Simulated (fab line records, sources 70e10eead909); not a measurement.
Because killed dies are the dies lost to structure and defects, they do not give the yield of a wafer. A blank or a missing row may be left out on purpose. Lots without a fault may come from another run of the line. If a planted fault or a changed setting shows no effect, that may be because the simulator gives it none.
Chamber matching | flow nand_harc | NHARC_A_SLIT_DEP_23 on pecvd-01 has 3 sister chambers
The step deposits SiON, target thk 100 nm. 6 wafers are shown with their chamber, then 7 later ones without.

## WAFERS PAIRED WITH THEIR CHAMBERS
wafer  | chamber | heater_power_w (W)
L573.2 | 2       | 732
L584.1 | 1       | 656
L584.2 | 0       | 784
L584.3 | 2       | 689
L586.1 | 0       | 830
L586.3 | 1       | 649

## WAFERS WHOSE CHAMBER IS MISSING
wafer  | heater_power_w (W)
L586.5 | 654
L588.1 | 742
L588.3 | 779
L588.5 | 797
L589.1 | 806
L589.4 | 816
L589.5 | 706

## WHICH CHAMBER EACH WENT THROUGH
wafer  | from the rows above     | in truth
L586.5 | 1                       | 1
L588.1 | can't be placed: 2 or 0 | 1
L588.3 | can't be placed: 0 or 2 | 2
L588.5 | 0                       | 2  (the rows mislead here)
L589.1 | 0                       | 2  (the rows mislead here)
L589.4 | 0                       | 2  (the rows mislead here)
L589.5 | can't be placed: 2 or 1 | 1
Placed correctly: 1 of 7. These rows do not allow placing 3 (true chamber among the candidates in 2). Wrongly placed: 3.
How it was worked out, from the rows above alone: a wafer's distance from a chamber is the root of the sum, over the readings, of the square of ((its reading less the chamber's mean) divided by the reading's scatter). If the next closest chamber is less than 2 further off than the closest, the wafer can't be placed; otherwise it belongs to the closest. A chamber's mean is the mean of its shown wafers. How the scatter is found: for the shown wafers, subtract from each reading the mean of its chamber, square and add these, divide the total by (wafers less chambers), then take the root.
